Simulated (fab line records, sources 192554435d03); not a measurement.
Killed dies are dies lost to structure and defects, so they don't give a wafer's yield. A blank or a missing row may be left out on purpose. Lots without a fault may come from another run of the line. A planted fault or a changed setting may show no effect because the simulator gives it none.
fab line records | flow n5_finfet
record lots=4 wafers=12 last_day=18
route steps=1938 shown BEOL_M1@785 BEOL_M4@1111 PASSIVATION@1936
lots that met no fault: from a run of the same line without faults
start_h: hours from the record's first day to the start of the lot's first wafer shown | wait_h: hours since the lot's step before | " the same as in the row above | L1.1+2: a row that stands for several wafers | - no value, or no start given | * or withheld: withheld | < > ~ a bound
route shown NAME@n: a module of which the file shows steps, and the number in the route of the first | usual: mean/standard deviation of fault-free wafers | same: alike in all rows | chamber/n: place in a boat | sites: the reading at each site | _std_site: their standard deviation | _edge_site: outer sites' mean less inner sites' | radius_mm: how far each site lies from the wafer's centre | mask NAME#n: copy n | behind: the tool/chamber that last shaped the wafer | hold: why the lot was held/for how many hours/how that ended | device: the transistor (n, p or np) that didn't switch | end of line: the same wafers' tests at the end of the route | a step without rows: its recipe alone | killed: dies lost to structure and defects at the first sort, not the wafer's yield | map: a wafer's dies, x killed, . not, _ none there
set.NAME: the setting as run; set.NAME@STEP: as run at that earlier step | model.NAME: the simulator's own value behind a step, which no gauge read
lots at some steps of the route; a table a step, a row a wafer
services: from which hour (start_h, from the record's first day; less than 0 if before it) a tool's chamber was out of use, for how many hours, and why
## steps
# step N5_BEOL_M1_DEVELOP_27
# recipe develop_time_s=30 developer=TMAH resist=CAR-EUV rinse_liquid=surfactant_rinse dry=air_spin dev_temp_c=23
# step N5_BEOL_M1_DESCUM_33
# recipe chemistry=O2 time_s=7 source_power_w=50 bias_power_w=20 pressure_mtorr=20 rf_frequency_hz=2.712e+07 temp_c=40 resist=CAR-EUV o2_flow_sccm=225
# step N5_BEOL_M1_ETCH_77
# recipe chemistry=N2/H2 target=underlayer target_depth_a=65 mask_material=CAR-EUV time_s=5.2 ion_energy_ev=200 pressure_mtorr=30 source_w=840 bias_w=150 n2_flow_sccm=200 h2_flow_sccm=200 ends=cleared
# step N5_BEOL_M1_ETCH_69
# recipe chemistry=CF4 target=SiARC target_depth_a=156 mask_material=CAR-EUV time_s=26 ion_energy_ev=80 pressure_mtorr=40 source_w=545 bias_w=36 Ar_flow_sccm=100 cf4_flow_sccm=100 ends=cleared
# step N5_BEOL_M1_ALD_98
# recipe material=SiO2 target_thk_a=25 temp_c=100 ald_precursor_family=BDEAS ald_co_reactant=O2-plasma pulse_time_s=1 co_reactant_pulse_time_s=1 purge_time_s=2 co_reactant_purge_time_s=2 ald_cycles=17 pressure_torr=2
# step N5_BEOL_M1_ETCHBACK_99
# recipe chemistry=CHF3 target=SiO2 target_depth_a=50 time_s=10.4 source_w=215 bias_w=47 Ar_flow_sccm=200 CHF3_flow_sccm=12 ion_energy_ev=100 pressure_mtorr=30
# step N5_BEOL_M1_ETCH_70
# recipe chemistry=N2/H2 target=SOC target_depth_a=800 overetch_a=160 mask_material=SiARC temp_c=40 time_s=120 ion_energy_ev=200 pressure_mtorr=30 source_w=840 bias_w=150 n2_flow_sccm=200 h2_flow_sccm=200
# step N5_BEOL_M1_STRIP_71
# recipe chemistry=N2/H2 temp_c=40 n2_flow_sccm=200 h2_flow_sccm=200 rf_frequency_hz=6e+07
# step N5_BEOL_M1_STRIP_78
# recipe chemistry=N2/H2 temp_c=40 n2_flow_sccm=200 h2_flow_sccm=200 rf_frequency_hz=6e+07
# step N5_BEOL_M1_VIA_ETCH_34
# recipe chemistry=C4F6/O2 target_depth_a=678 mask_material=SOC pressure_mtorr=15 ion_energy_ev=250 taper_deg=4 time_s=64.4 source_w=350 bias_w=170 Ar_flow_sccm=300 C4F6_flow_sccm=10 O2_flow_sccm=10
# usual C4F6_flow_sccm=10.00/0.032 O2_flow_sccm=9.997/0.028 chamber_pressure_mTorr=15.001/0.015 drypump_motor_current_A=5.8/0.58 oes_product_au=0.80/0.093 rf_vpp_V=674/12 showerhead_plenum_p_Torr=2.84/0.08 throttle_valve_pct=30.8/0.39
# columns lot.wafer tool chamber start_h wait_h C4F6_flow_sccm O2_flow_sccm chamber_pressure_mTorr drypump_motor_current_A oes_product_au rf_hours_counter_h rf_vpp_V showerhead_plenum_p_Torr throttle_valve_pct model.SOC_of_BEOL_M1_COAT_67.thk_nm model.SiARC_of_BEOL_M1_COAT_68.thk_nm
L652.1 rie_diel-01 1 168.04 0.0 - - - - - - - - - 60 6.6
L652.4 " 3 " " - - - - - - - - - 60 6.4
L652.6 " 3 " " - - - - - - - - - 60 6.4
L653.1 rie_diel-01 0 170.91 0.0 - - - - - - - - - 60 6.4
L653.2 " 1 " " - - - - - - - - - 59.6 6.4
L653.6 " 2 " " - - - - - - - - - 60.2 6
L662.1 rie_diel-01 0 225.00 0.0 9.99 9.982 14.986 4.7 0.87 58 656 2.88 30.6 52 0
L662.4 " 3 " " 10.00 10.016 14.999 6.4 0.85 70 673 2.79 30.9 52 0
L662.5 " 3 " " 10.02 9.997 14.982 6.4 0.85 - 673 2.79 30.9 52 0
L667.1 rie_diel-03 0 252.28 0.0 10.00 9.987 15.025 5.0 0.84 88 670 2.86 30.3 52.2 0
L667.3 " 1 " " 9.93 10.029 15.021 5.3 0.75 191 678 2.85 30.9 51.8 0
L667.5 " 2 " " 10.03 9.989 15.002 5.5 0.68 - 682 2.71 31.2 52.4 0
# step N5_BEOL_M1_STRIP_83
# recipe chemistry=C4F6/O2 resist=SiARC rf_frequency_hz=6e+07
# step N5_BEOL_M4_RC_MEAS_101
# usual DIBL_N=35.9/1.7 DIBL_P=36.0/2.2 IOFF_N=0.16/0.031 IOFF_P=0.21/0.039 ION_N=678/13 ION_P=464/8.8 SS_N=71.5/0.61 SS_P=73.2/0.68 VT_N=249/3.3 VT_P=-250/3.8
# columns lot.wafer tool chamber start_h wait_h DIBL_N[mV/V] DIBL_P[mV/V] IOFF_N[nA/um] IOFF_P[nA/um] ION_N[uA/um] ION_P[uA/um] SS_N[mV/dec] SS_P[mV/dec] VT_N[mV] VT_P[mV]
L662.1 prober-02 0 265.12 0.0 36.7 38.0 0.17 0.22 680 463 71.7 74.4 249 -252
L662.4 " 0 " " 36.1 37.2 0.16 0.21 675 462 71.6 74.1 251 -251
L662.5 " 0 " " 34.8 35.6 0.15 0.18 671 461 71.7 73.1 252 -255
L667.1 prober-02 0 310.75 0.0 36.0 38.1 0.17 0.25 671 470 72.9 73.5 249 -246
L667.3 " 0 " " 36.0 38.6 0.19 0.26 697 477 72.2 74.0 246 -247
L667.5 " 0 " " 35.2 37.2 0.17 0.24 688 480 71.9 73.5 249 -248
# step N5_PASSIVATION_PROBE_49
# usual defect_limited_yield=90.9/1.5 killed_at_M0_to_M3=36/10 killed_at_M4_up=13/5.5 killed_at_contacts=12/5.6 killed_at_front_end=42/12 killed_at_other=4/3.2 killed_dies=108/18 killed_on_rim=15/4.1 killed_open=71/13 killed_short=34/7.8 sort_bin_5_function=5.4/1 sort_bin_6_memory=3.4/0.68 sort_n_pass=1072/18 sort_yield_pct=90.9/1.5
# same gross_dies=1180 killed_at_back_side=0 sort_bin_4_leakage[%]=0 sort_bin_8_speed[%]=0
# columns lot.wafer tool chamber start_h wait_h defect_limited_yield[%] killed_at_M0_to_M3 killed_at_M4_up killed_at_contacts killed_at_front_end killed_at_other killed_dies killed_on_rim killed_open killed_short sort_bin_5_function[%] sort_bin_6_memory[%] sort_n_pass sort_yield_pct[%]
L652.1 prober-01 - 313.44 0.0 0 1094 17 12 56 1 1180 152 77 39 96.0 3.8 0 0
L652.4 prober-01 - 313.59 0.2 0 1115 14 6 42 3 1180 152 56 36 96.5 3.1 0 0
L652.6 prober-01 - 313.69 0.3 0 1111 17 18 33 1 1180 152 68 27 97.1 2.7 0 0
L653.1 prober-01 - 320.15 0.0 0 1124 10 15 31 0 1180 152 66 33 97.3 2.5 0 0
L653.2 prober-01 - 320.20 0.1 0 1132 7 4 34 3 1180 152 54 24 96.9 2.9 0 0
L653.6 prober-01 - 320.40 0.3 0 1138 7 12 23 0 1180 152 45 23 98.0 2.0 0 0
# killed by level:class
L652.1 BEOL_M1:area_etch=1063 STI_FIN_REVEAL:geometric_particle:open=16 MOL_CONTACT_COAG:geometric_particle:open=10 BEOL_M0_SAQP:geometric_particle:open=10 DUMMY_GATE:geometric_particle:open=9 BEOL_M0_SAQP:geometric_particle:short=8 BEOL_M4:geometric_particle:open=7 FIN_SAQP:geometric_particle:short=6
L652.4 BEOL_M1:area_etch=1082 STI_FIN_REVEAL:geometric_particle:open=11 BEOL_M2:geometric_particle:open=8 BEOL_M4:geometric_particle:open=6 BEOL_M0_SAQP:geometric_particle:short=6 STARTING-WAFER:geometric_particle:short=5 FIN_SAQP:geometric_particle:open=4 MOL_CONTACT_COAG:geometric_particle:open=4
L652.6 BEOL_M1:area_etch=1085 STI_FIN_REVEAL:geometric_particle:open=13 MOL_CONTACT_COAG:geometric_particle:open=13 BEOL_M0_SAQP:geometric_particle:open=8 BEOL_M4:geometric_particle:open=8 BEOL_M2:geometric_particle:open=7 FIN_SAQP:geometric_particle:short=5 MOL_CONTACT_COAG:geometric_particle:short=5
L653.1 BEOL_M1:area_etch=1079 FIN_SAQP:geometric_particle:open=13 MOL_CONTACT_COAG:geometric_particle:open=11 BEOL_M3:geometric_particle:open=9 BEOL_M0_SAQP:geometric_particle:short=9 BEOL_M2:geometric_particle:open=9 FIN_SAQP:geometric_particle:short=7 BEOL_M0_SAQP:geometric_particle:open=5
L653.2 BEOL_M1:area_etch=1101 FIN_SAQP:geometric_particle:open=11 BEOL_M0_SAQP:geometric_particle:open=7 BEOL_M0_SAQP:geometric_particle:short=7 FIN_SAQP:geometric_particle:short=6 DUMMY_GATE:geometric_particle:open=5 BEOL_M1:geometric_particle:open=5 BEOL_M2:geometric_particle:open=5
L653.6 BEOL_M1:area_etch=1112 MOL_CONTACT_COAG:geometric_particle:open=10 BEOL_M1:geometric_particle:open=6 BEOL_M0_SAQP:geometric_particle:short=6 BEOL_M0_SAQP:geometric_particle:open=6 BEOL_M2:geometric_particle:open=6 DUMMY_GATE:geometric_particle:open=5 FIN_SAQP:geometric_particle:open=4
# map L652.1 (x killed, . not)
_________________xxxxxxxxxxxx________________
______________xxxxxxxxxxxxxxxxxx_____________
___________xxxxxxxxxxxxxxxxxxxxxxxx__________
__________xxxxxxxxxxxxxxxxxxxxxxxxxx_________
________xxxxxxxxxxxxxxxxxxxxxxxxxxxxxx_______
_______xxxxxxxxxxxxxxxxxxxxxxxxxxxxxxxx______
______xxxxxxxxxxxxxxxxxxxxxxxxxxxxxxxxxx_____
_____xxxxxxxxxxxxxxxxxxxxxxxxxxxxxxxxxxxx____
____xxxxxxxxxxxxxxxxxxxxxxxxxxxxxxxxxxxxxx___
___xxxxxxxxxxxxxxxxxxxxxxxxxxxxxxxxxxxxxxxx__
___xxxxxxxxxxxxxxxxxxxxxxxxxxxxxxxxxxxxxxxx__
__xxxxxxxxxxxxxxxxxxxxxxxxxxxxxxxxxxxxxxxxxx_
__xxxxxxxxxxxxxxxxxxxxxxxxxxxxxxxxxxxxxxxxxx_
_xxxxxxxxxxxxxxxxxxxxxxxxxxxxxxxxxxxxxxxxxxxx
_xxxxxxxxxxxxxxxxxxxxxxxxxxxxxxxxxxxxxxxxxxxx
_xxxxxxxxxxxxxxxxxxxxxxxxxxxxxxxxxxxxxxxxxxxx
_xxxxxxxxxxxxxxxxxxxxxxxxxxxxxxxxxxxxxxxxxxxx
_xxxxxxxxxxxxxxxxxxxxxxxxxxxxxxxxxxxxxxxxxxxx
_xxxxxxxxxxxxxxxxxxxxxxxxxxxxxxxxxxxxxxxxxxxx
_xxxxxxxxxxxxxxxxxxxxxxxxxxxxxxxxxxxxxxxxxxxx
_xxxxxxxxxxxxxxxxxxxxxxxxxxxxxxxxxxxxxxxxxxxx
__xxxxxxxxxxxxxxxxxxxxxxxxxxxxxxxxxxxxxxxxxx_
__xxxxxxxxxxxxxxxxxxxxxxxxxxxxxxxxxxxxxxxxxx_
___xxxxxxxxxxxxxxxxxxxxxxxxxxxxxxxxxxxxxxxx__
___xxxxxxxxxxxxxxxxxxxxxxxxxxxxxxxxxxxxxxxx__
____xxxxxxxxxxxxxxxxxxxxxxxxxxxxxxxxxxxxxx___
_____xxxxxxxxxxxxxxxxxxxxxxxxxxxxxxxxxxxx____
______xxxxxxxxxxxxxxxxxxxxxxxxxxxxxxxxxx_____
_______xxxxxxxxxxxxxxxxxxxxxxxxxxxxxxxx______
________xxxxxxxxxxxxxxxxxxxxxxxxxxxxxx_______
__________xxxxxxxxxxxxxxxxxxxxxxxxxx_________
___________xxxxxxxxxxxxxxxxxxxxxxxx__________
______________xxxxxxxxxxxxxxxxxx_____________
_________________xxxxxxxxxxxx________________
# map L653.1 (x killed, . not)
_________________xxxxxxxxxxxx________________
______________xxxxxxxxxxxxxxxxxx_____________
___________xxxxxxxxxxxxxxxxxxxxxxxx__________
__________xxxxxxxxxxxxxxxxxxxxxxxxxx_________
________xxxxxxxxxxxxxxxxxxxxxxxxxxxxxx_______
_______xxxxxxxxxxxxxxxxxxxxxxxxxxxxxxxx______
______xxxxxxxxxxxxxxxxxxxxxxxxxxxxxxxxxx_____
_____xxxxxxxxxxxxxxxxxxxxxxxxxxxxxxxxxxxx____
____xxxxxxxxxxxxxxxxxxxxxxxxxxxxxxxxxxxxxx___
___xxxxxxxxxxxxxxxxxxxxxxxxxxxxxxxxxxxxxxxx__
___xxxxxxxxxxxxxxxxxxxxxxxxxxxxxxxxxxxxxxxx__
__xxxxxxxxxxxxxxxxxxxxxxxxxxxxxxxxxxxxxxxxxx_
__xxxxxxxxxxxxxxxxxxxxxxxxxxxxxxxxxxxxxxxxxx_
_xxxxxxxxxxxxxxxxxxxxxxxxxxxxxxxxxxxxxxxxxxxx
_xxxxxxxxxxxxxxxxxxxxxxxxxxxxxxxxxxxxxxxxxxxx
_xxxxxxxxxxxxxxxxxxxxxxxxxxxxxxxxxxxxxxxxxxxx
_xxxxxxxxxxxxxxxxxxxxxxxxxxxxxxxxxxxxxxxxxxxx
_xxxxxxxxxxxxxxxxxxxxxxxxxxxxxxxxxxxxxxxxxxxx
_xxxxxxxxxxxxxxxxxxxxxxxxxxxxxxxxxxxxxxxxxxxx
_xxxxxxxxxxxxxxxxxxxxxxxxxxxxxxxxxxxxxxxxxxxx
_xxxxxxxxxxxxxxxxxxxxxxxxxxxxxxxxxxxxxxxxxxxx
__xxxxxxxxxxxxxxxxxxxxxxxxxxxxxxxxxxxxxxxxxx_
__xxxxxxxxxxxxxxxxxxxxxxxxxxxxxxxxxxxxxxxxxx_
___xxxxxxxxxxxxxxxxxxxxxxxxxxxxxxxxxxxxxxxx__
___xxxxxxxxxxxxxxxxxxxxxxxxxxxxxxxxxxxxxxxx__
____xxxxxxxxxxxxxxxxxxxxxxxxxxxxxxxxxxxxxx___
_____xxxxxxxxxxxxxxxxxxxxxxxxxxxxxxxxxxxx____
______xxxxxxxxxxxxxxxxxxxxxxxxxxxxxxxxxx_____
_______xxxxxxxxxxxxxxxxxxxxxxxxxxxxxxxx______
________xxxxxxxxxxxxxxxxxxxxxxxxxxxxxx_______
__________xxxxxxxxxxxxxxxxxxxxxxxxxx_________
___________xxxxxxxxxxxxxxxxxxxxxxxx__________
______________xxxxxxxxxxxxxxxxxx_____________
_________________xxxxxxxxxxxx________________
## services
# columns tool chamber start_h hours kind
rie_diel-01 1 240.27 4.0 repair
## key
first_sign step=N5_BEOL_M1_VIA_ETCH_34 reading=tool_record direction=missing
effect step=N5_PASSIVATION_PROBE_49 reading=killed_at_M0_to_M3 direction=up sigmas=99+ usual=36 struck=1119
model_effect step=N5_BEOL_M1_VIA_ETCH_34 value=SOC_of_BEOL_M1_COAT_67.thk_nm without=52 struck=59.97
more_kills_born_at N5_BEOL_M1_VIA_ETCH_34@rie_diel-01=6522
met_at N5_BEOL_M1_VIA_ETCH_34
struck_wafers L652.1,L652.4,L652.6,L653.1,L653.2,L653.6
later_rows_left_out L652.1,L652.4,L652.6,L653.1,L653.2,L653.6
fault kind=skipped_step_whole tool=rie_diel-01 chamber=- onset_h=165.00 steps=N5_BEOL_M1_VIA_ETCH_34 scope=struck_lots_only
# later_rows_left_out: the simulator's readings of these wafers behind a module that went badly wrong aren't trusted and aren't shown, but for the sort
